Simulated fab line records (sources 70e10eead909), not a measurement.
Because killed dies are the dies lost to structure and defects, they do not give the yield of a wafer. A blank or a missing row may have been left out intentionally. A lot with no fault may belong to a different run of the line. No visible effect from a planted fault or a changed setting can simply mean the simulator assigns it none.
Which tool is to blame? | flow nand_harc | 24 lots, 72 wafers sampled, at 6 steps of a route of 1302

## WHAT EACH GAUGE READ, for each wafer
NHARC_P_M1_INSPECT_11. Usual: raw_defect_count reads 4.2 (standard deviation 2.3).
lot  | measured     | on                | raw_defect_count | flag
L074 | day 6 08:19  | defect_inspect-02 | 6 10 0           |
L075 | day 6 14:14  | defect_inspect-01 | 9 8 6            |
L076 | day 6 20:32  | defect_inspect-02 | 0 7 6            |
L077 | day 7 06:37  | defect_inspect-01 | 7 3 4            |
L078 | day 7 20:35  | defect_inspect-01 | 3 3 7            |
L079 | day 8 04:30  | defect_inspect-02 | 3 5 3            |
L080 | day 8 15:26  | defect_inspect-01 | 2 3 2            |
L081 | day 9 06:17  | defect_inspect-02 | 6 8 13           |
L082 | day 10 05:00 | defect_inspect-02 | 5 2 3            |
L083 | day 10 05:27 | defect_inspect-02 | 1 2 3            |
L084 | day 10 06:34 | defect_inspect-01 | 1 2 2            |
L085 | day 10 21:11 | defect_inspect-01 | 2 3 1            |
L086 | day 11 02:27 | defect_inspect-02 | 3 3 4            |
L087 | day 11 21:47 | defect_inspect-02 | 1 3 4            |
L089 | day 12 08:14 | defect_inspect-02 | 4 2 4            |
L088 | day 12 11:02 | defect_inspect-02 | 7 7 9            |
L090 | day 12 21:58 | defect_inspect-02 | 4 5 5            |
L091 | day 13 06:38 | defect_inspect-02 | 5 1 6            |
L093 | day 13 22:31 | defect_inspect-01 | 5 4 4            |
L092 | day 13 23:01 | defect_inspect-02 | 5 5 6            |
L094 | day 14 19:07 | defect_inspect-01 | 7 7 5            |
L095 | day 15 05:34 | defect_inspect-02 | 4 6 5            |
L097 | day 15 20:14 | defect_inspect-02 | 5 6 6            |
L096 | day 15 20:59 | defect_inspect-01 | 1 4 5            |

NHARC_P_M2_CD_MEAS_09: target cd 170 nm. Usual: cd_nm reads 169.8 nm (standard deviation 0.51).
lot  | measured     | on        | cd_nm (nm)        | flag
L074 | day 6 12:53  | cd_sem-01 | 170.5 170.4 170.2 |
L075 | day 6 18:12  | cd_sem-01 | 169.7 170.1 170.2 |
L076 | day 7 00:28  | cd_sem-03 | 169.6 169.1 169.1 |
L077 | day 7 10:46  | cd_sem-02 | 169.6 169.9 169.6 |
L078 | day 8 00:38  | cd_sem-03 | 169.6 169.2 169.3 |
L079 | day 8 08:53  | cd_sem-01 | 170.6 170.1 170.4 |
L080 | day 8 19:22  | cd_sem-01 | 169.5 169.5 169.7 |
L081 | day 9 10:20  | cd_sem-01 | 169.3 168.8 168.9 |
L082 | day 10 08:58 | cd_sem-02 | 170.3 169.8 170.1 |
L083 | day 10 09:46 | cd_sem-01 | 170.3 170.7 170.1 |
L084 | day 10 10:38 | cd_sem-03 | 170.0 169.6 169.7 |
L085 | day 11 01:11 | cd_sem-03 | 169.1 169.3 169.3 |
L086 | day 11 06:29 | cd_sem-01 | 170.4 170.2 169.9 |
L087 | day 12 01:41 | cd_sem-02 | 169.4 169.6 169.6 |
L089 | day 12 12:19 | cd_sem-02 | 169.5 169.5 169.6 |
L088 | day 12 14:57 | cd_sem-01 | 170.0 170.3 170.2 |
L090 | day 13 02:02 | cd_sem-01 | 169.7 169.2 168.9 |
L091 | day 13 10:35 | cd_sem-03 | 169.1 169.6 170.1 |
L093 | day 14 02:37 | cd_sem-02 | 169.6 169.3 170.5 |
L092 | day 14 03:16 | cd_sem-03 | 170.5 170.4 170.2 |
L094 | day 14 23:01 | cd_sem-01 | 169.6 170.5 171.1 |
L095 | day 15 09:28 | cd_sem-01 | 170.3 169.5 170.7 |
L097 | day 16 00:09 | cd_sem-02 | 170.3 170.0 169.8 |
L096 | day 16 01:32 | cd_sem-03 | 169.9 169.2 168.8 |

NHARC_P_M2_THK_MEAS_24: measures by xrf. Usual: thk_nm reads 144.5 nm (standard deviation 1.5).
lot  | measured     | on            | thk_nm (nm)       | flag
L074 | day 6 15:31  | film_metro-01 | 146.6 145.6 144.3 |
L075 | day 6 20:48  | film_metro-01 | 142.7 144.3 141.9 |
L076 | day 7 03:04  | film_metro-02 | 145.3 144.9 146.0 |
L077 | day 7 13:22  | film_metro-02 | 142.9 143.8 145.1 |
L078 | day 8 03:14  | film_metro-02 | 144.2 146.1 145.6 |
L079 | day 8 11:31  | film_metro-02 | 144.1 144.4 141.5 |
L080 | day 8 21:58  | film_metro-01 | 142.8 141.9 145.1 |
L081 | day 9 12:56  | film_metro-01 | 146.2 144.8 146.5 |
L082 | day 10 11:35 | film_metro-01 | 144.1 144.7 144.3 |
L083 | day 10 12:22 | film_metro-01 | 144.0 144.8 143.4 |
L084 | day 10 13:17 | film_metro-01 | 145.4 146.8 149.1 |
L085 | day 11 03:47 | film_metro-01 | 145.7 144.7 144.3 |
L086 | day 11 09:07 | film_metro-01 | 144.0 145.3 144.4 |
L087 | day 12 04:23 | film_metro-02 | 143.9 144.9 145.2 |
L089 | day 12 14:55 | film_metro-02 | 146.0 146.4 145.5 |
L088 | day 12 17:35 | film_metro-02 | 147.0 146.5 146.7 |
L090 | day 13 04:37 | film_metro-02 | 144.1 144.0 144.1 |
L091 | day 13 13:21 | film_metro-02 | 142.8 144.0 143.6 |
L093 | day 14 05:13 | film_metro-02 | 142.3 144.3 144.6 |
L092 | day 14 05:51 | film_metro-01 | 143.6 145.8 143.2 |
L094 | day 15 01:37 | film_metro-01 | 141.9 144.6 143.8 |
L095 | day 15 12:04 | film_metro-02 | 142.6 144.6 146.3 |
L097 | day 16 02:44 | film_metro-01 | 143.9 145.7 143.1 |
L096 | day 16 04:28 | film_metro-02 | 143.2 144.4 143.0 |

## EACH LOT AND THE TOOL THAT RAN IT (in order: tool; ch and the chambers of the sampled wafers; start)
lot  | NHARC_P_M1_PRE_CLEAN_30                 | NHARC_P_M1_PVD_21                       | NHARC_P_M2_PVD_21
L074 | pvd_sputter-03, day 6 12:53 or earlier  | pvd_sputter-03, day 6 12:53 or earlier  | pvd_sputter-03, day 6 15:31 or earlier
L075 | pvd_sputter-02, day 6 18:12 or earlier  | pvd_sputter-02, day 6 18:12 or earlier  | pvd_sputter-01, day 6 20:48 or earlier
L076 | pvd_sputter-01, day 7 00:28 or earlier  | pvd_sputter-01, day 7 00:28 or earlier  | pvd_sputter-02, day 7 03:04 or earlier
L077 | pvd_sputter-02, day 7 10:46 or earlier  | pvd_sputter-02, day 7 10:46 or earlier  | pvd_sputter-01, day 7 13:22 or earlier
L078 | pvd_sputter-01, day 8 00:38 or earlier  | pvd_sputter-01, day 8 00:38 or earlier  | pvd_sputter-02, day 8 03:14 or earlier
L079 | pvd_sputter-02, day 8 08:53 or earlier  | pvd_sputter-02, day 8 08:53 or earlier  | pvd_sputter-01, day 8 11:31 or earlier
L080 | pvd_sputter-02, day 8 19:22 or earlier  | pvd_sputter-02, day 8 19:22 or earlier  | pvd_sputter-02, day 8 21:58 or earlier
L081 | pvd_sputter-01, day 9 10:20 or earlier  | pvd_sputter-01, day 9 10:20 or earlier  | pvd_sputter-01, day 9 12:56 or earlier
L082 | pvd_sputter-03, day 10 08:58 or earlier | pvd_sputter-03, day 10 08:58 or earlier | pvd_sputter-03, day 10 11:35 or earlier
L083 | pvd_sputter-01, day 10 09:46 or earlier | pvd_sputter-01, day 10 09:46 or earlier | pvd_sputter-03, day 10 12:22 or earlier
L084 | pvd_sputter-01, day 10 10:38 or earlier | pvd_sputter-01, day 10 10:38 or earlier | pvd_sputter-02, day 10 13:17 or earlier
L085 | pvd_sputter-01, day 11 01:11 or earlier | pvd_sputter-01, day 11 01:11 or earlier | pvd_sputter-02, day 11 03:47 or earlier
L086 | pvd_sputter-01, day 11 03:45 or earlier | pvd_sputter-03, day 11 03:45            | pvd_sputter-02, day 11 09:07 or earlier
L087 | pvd_sputter-02, day 12 01:41 or earlier | pvd_sputter-02, day 12 01:41 or earlier | pvd_sputter-03, day 12 04:23 or earlier
L089 | pvd_sputter-03, day 12 12:19 or earlier | pvd_sputter-03, day 12 12:19 or earlier | pvd_sputter-02, day 12 14:55 or earlier
L088 | pvd_sputter-01, day 12 14:57 or earlier | pvd_sputter-01, day 12 14:57 or earlier | pvd_sputter-01, day 12 17:35 or earlier
L090 | pvd_sputter-03, day 13 02:02 or earlier | pvd_sputter-03, day 13 02:02 or earlier | pvd_sputter-03, day 13 04:37 or earlier
L091 | pvd_sputter-03, day 13 10:35 or earlier | pvd_sputter-03, day 13 10:35 or earlier | pvd_sputter-03, day 13 13:21 or earlier
L093 | pvd_sputter-02, day 14 02:37 or earlier | pvd_sputter-02, day 14 02:37 or earlier | pvd_sputter-03, day 14 05:13 or earlier
L092 | pvd_sputter-01, day 14 03:16 or earlier | pvd_sputter-01, day 14 03:16 or earlier | pvd_sputter-01, day 14 05:51 or earlier
L094 | pvd_sputter-02, day 14 23:01 or earlier | pvd_sputter-02, day 14 23:01 or earlier | pvd_sputter-02, day 15 01:37 or earlier
L095 | pvd_sputter-03, day 15 09:28 or earlier | pvd_sputter-03, day 15 09:28 or earlier | pvd_sputter-01, day 15 12:04 or earlier
L097 | pvd_sputter-02, day 16 00:09 or earlier | pvd_sputter-02, day 16 00:09 or earlier | pvd_sputter-02, day 16 02:44 or earlier
L096 | pvd_sputter-01, day 16 01:32 or earlier | pvd_sputter-01, day 16 01:32 or earlier | pvd_sputter-03, day 16 04:28 or earlier
- NHARC_P_M1_PRE_CLEAN_30: time 30 s.
- NHARC_P_M1_PVD_21: deposits Cu, target thk 30 nm, time 20.49 s.
- NHARC_P_M2_PVD_21: deposits Cu, target thk 30 nm, time 20.49 s.

## WHAT THE TOOLS THEMSELVES READ (means of the sampled wafers that have a number; where no wafer has one, the mark that the record gives instead)
NHARC_P_M1_PRE_CLEAN_30. Usual: heater_power_w reads 406 W (standard deviation 43).
lot  | tool           | heater_power_w (W) | flag
L074 | pvd_sputter-03 | 384                |
L075 | pvd_sputter-02 | 421                |
L076 | pvd_sputter-01 | 405                |
L077 | pvd_sputter-02 | 427                |
L078 | pvd_sputter-01 | 390                |
L079 | pvd_sputter-02 | 418                |
L080 | pvd_sputter-02 | 413                |
L081 | pvd_sputter-01 | 421                |
L082 | pvd_sputter-03 | 377                |
L083 | pvd_sputter-01 | 408                |
L084 | pvd_sputter-01 | 389                |
L085 | pvd_sputter-01 | 430                |
L086 | pvd_sputter-01 | 399                |
L087 | pvd_sputter-02 | 374                |
L089 | pvd_sputter-03 | 403                |
L088 | pvd_sputter-01 | 417                |
L090 | pvd_sputter-03 | 375                |
L091 | pvd_sputter-03 | 373                |
L093 | pvd_sputter-02 | 406                |
L092 | pvd_sputter-01 | 418                |
L094 | pvd_sputter-02 | 435                |
L095 | pvd_sputter-03 | 376                |
L097 | pvd_sputter-02 | 462                |
L096 | pvd_sputter-01 | 370                |

NHARC_P_M1_PVD_21. Usual: substrate_temp_c 30.00 C, standard deviation 0.1; throttle_valve_pct 30.1 %, standard deviation 0.79.
lot  | tool           | substrate_temp_c (C) | throttle_valve_pct (%) | flag
L074 | pvd_sputter-03 | 29.99                | 31.0                   |
L075 | pvd_sputter-02 | 30.06                | 29.9                   |
L076 | pvd_sputter-01 | 30.02                | 29.2                   |
L077 | pvd_sputter-02 | 30.04                | 30.3                   |
L078 | pvd_sputter-01 | 30.12                | 29.5                   |
L079 | pvd_sputter-02 | 29.99                | 30.1                   |
L080 | pvd_sputter-02 | 29.98                | 30.3                   |
L081 | pvd_sputter-01 | 30.01                | 29.3                   |
L082 | pvd_sputter-03 | 29.99                | 30.2                   |
L083 | pvd_sputter-01 | 29.92                | 29.4                   |
L084 | pvd_sputter-01 | 29.98                | 29.5                   |
L085 | pvd_sputter-01 | 29.92                | 29.3                   |
L086 | pvd_sputter-03 | 29.95                | 30.4                   |
L087 | pvd_sputter-02 | 30.08                | 30.2                   |
L089 | pvd_sputter-03 | 29.98                | 31.3                   |
L088 | pvd_sputter-01 | 29.96                | 29.2                   |
L090 | pvd_sputter-03 | 30.04                | 30.7                   |
L091 | pvd_sputter-03 | 30.16                | 30.9                   |
L093 | pvd_sputter-02 | 29.95                | 29.9                   |
L092 | pvd_sputter-01 | 29.94                | 29.7                   |
L094 | pvd_sputter-02 | 29.98                | 30.4                   |
L095 | pvd_sputter-03 | 29.97                | 30.5                   |
L097 | pvd_sputter-02 | 30.02                | 30.3                   |
L096 | pvd_sputter-01 | 30.08                | 29.2                   |

NHARC_P_M2_PVD_21. Usual: substrate_temp_c 30.00 C, standard deviation 0.11; throttle_valve_pct 30.1 %, standard deviation 0.78.
lot  | tool           | substrate_temp_c (C) | throttle_valve_pct (%) | flag
L074 | pvd_sputter-03 | 29.82                | 30.8                   |
L075 | pvd_sputter-01 | 29.86                | 29.2                   |
L076 | pvd_sputter-02 | 30.12                | 30.1                   |
L077 | pvd_sputter-01 | 30.08                | 29.0                   |
L078 | pvd_sputter-02 | 29.96                | 30.8                   |
L079 | pvd_sputter-01 | 30.07                | 29.3                   |
L080 | pvd_sputter-02 | 29.96                | 30.3                   |
L081 | pvd_sputter-01 | 30.10                | 29.3                   |
L082 | pvd_sputter-03 | 30.04                | 30.8                   |
L083 | pvd_sputter-03 | 30.10                | 30.1                   |
L084 | pvd_sputter-02 | 30.07                | 29.6                   |
L085 | pvd_sputter-02 | 30.10                | 30.4                   |
L086 | pvd_sputter-02 | 29.98                | 30.5                   |
L087 | pvd_sputter-03 | 30.02                | 30.3                   |
L089 | pvd_sputter-02 | 30.00                | 30.8                   |
L088 | pvd_sputter-01 | 30.06                | 29.0                   |
L090 | pvd_sputter-03 | 30.02                | 31.3                   |
L091 | pvd_sputter-03 | 29.98                | 30.1                   |
L093 | pvd_sputter-03 | 30.06                | 31.2                   |
L092 | pvd_sputter-01 | 29.88                | 29.4                   |
L094 | pvd_sputter-02 | 29.93                | 29.8                   |
L095 | pvd_sputter-01 | 30.05                | 29.3                   |
L097 | pvd_sputter-02 | 29.92                | 30.8                   |
L096 | pvd_sputter-03 | 29.93                | 30.8                   |

## THE ANSWER, worked out from the rows above alone
Rule: a lot is off if the mean of its wafers that have a number lies more than 3 standard deviations from the usual mean. Also off: a lot with no number at a reading for which 4 or more lots have one. The other lots that the step has rows for count as sound. Order of review: gauges by route order, followed by the tools' own readings, for which a lot's mean as printed above is used. At the first step where some lot is off, the reading lying furthest off is the one used; lots without a number count as furthest.
Nothing can be told from this: no lot is off at any reading shown.

## WHAT WAS PUT IN BY THE SIMULATOR
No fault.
